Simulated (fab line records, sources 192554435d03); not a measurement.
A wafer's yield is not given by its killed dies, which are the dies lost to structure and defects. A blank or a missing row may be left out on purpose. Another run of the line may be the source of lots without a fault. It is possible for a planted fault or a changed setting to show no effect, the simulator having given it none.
Problem report in the 8D (eight disciplines) form, filled by code / flow n5_finfet / the parts of the form that need people (team, actions taken, sign-off) are left out

== 1. WHAT IS WRONG ==
At N5_BEOL_M14_COAT_65, plate_temp_C averages 243.82 C over 6 wafers from 2 lots, while fault-free wafers read 249.99 C, standard deviation 0.15. That puts it -41 standard deviations away from the usual mean.
The step: time 60 s, resist thk 450 nm.
First observed at day 13 21:09: wafer L813.2, on litho_track-03. Wafers with a number at this step in the record: 33, from 11 lots. Rule for "out", or "out of limits": more than 4 standard deviations from the usual mean. The rest of the wafers with a number are treated as sound.

== 2. WHAT IT IS AND WHAT IT IS NOT ==
question=which readings at this step | is=plate_temp_C, heater_power_total_W | is not=dispense_pressure_kPa
question=which lots | is=L813, L815 | is not=L802, L803, L804, L809, L811, L812, L814, L822, L824
question=which wafers of those lots | is=all that have a number | is not=-
question=read on which tools | is=litho_track-03 | is not=litho_track-01, litho_track-05
question=when | is=from day 13 21:09 | is not=up to then (21 sound wafers); but 6 sound wafers of L822, L824 came after

== 3. THE SUSPECTS, EACH WITH WHAT RULES IT OUT ==
Counting: any tool at a process step up to the reading is kept as a suspect provided that every lot that is out went through it and no sound lot did after the first of them.
- rie_diel-02 at N5_BEOL_M14_DESCUM_15 (chemistry O2, time 7.9 s): kept. It processed each lot that is out, first L813 at day 13 20:41, and no sound lot thereafter; up to then, the last sound lot it processed was L814 at day 13 14:30.
- litho_track-03 at N5_BEOL_M14_COAT_65 (time 60 s, resist thk 450 nm): kept. It processed each lot that is out, first L813 at day 13 21:09, and no sound lot thereafter; up to then, the last sound lot it processed was L814 at day 13 14:59. Out on those wafers are its own readings of heater_power_total_W, plate_temp_C.
Remaining after the count are rie_diel-02 at N5_BEOL_M14_DESCUM_15 and litho_track-03 at N5_BEOL_M14_COAT_65.

== 4. THE CAUSE (what the simulator had put in) ==
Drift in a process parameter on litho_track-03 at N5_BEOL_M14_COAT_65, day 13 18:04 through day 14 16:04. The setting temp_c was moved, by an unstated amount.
After counting, 2 suspects remain, this tool included.

== 5. THE CHAIN OF EFFECTS, in route order ==
Rows list readings where the struck wafers' mean (over those with a number) sits beyond 3 standard deviations from the usual. Scope: only readings with a usual standard deviation given in the record; hours: median across lots of the time from each lot's start at the first step in this table that gives one to its start at this step; sigmas: change in usual standard deviations.
hours=0; step=N5_BEOL_M14_COAT_65; reading=heater_power_total_W; usual=500.4 W; on struck wafers=485.1; change=-15.3; sigmas=-8.1
hours=0; step=N5_BEOL_M14_COAT_65; reading=plate_temp_C; usual=249.99 C; on struck wafers=243.82; change=-6.17; sigmas=-41
Here are the process steps it includes:
- N5_BEOL_M14_COAT_65: time 60 s, resist thk 450 nm.
Later steps that measure or inspect, where all struck wafers having a row at the step show a number for every such reading and not one has moved that far: N5_BEOL_M14_CD_MEAS_28.

== 6. WHAT WOULD HAVE CAUGHT IT SOONER ==
The fault began at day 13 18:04; the first out-of-limits reading in this record came at day 13 21:09, 3 hours later.
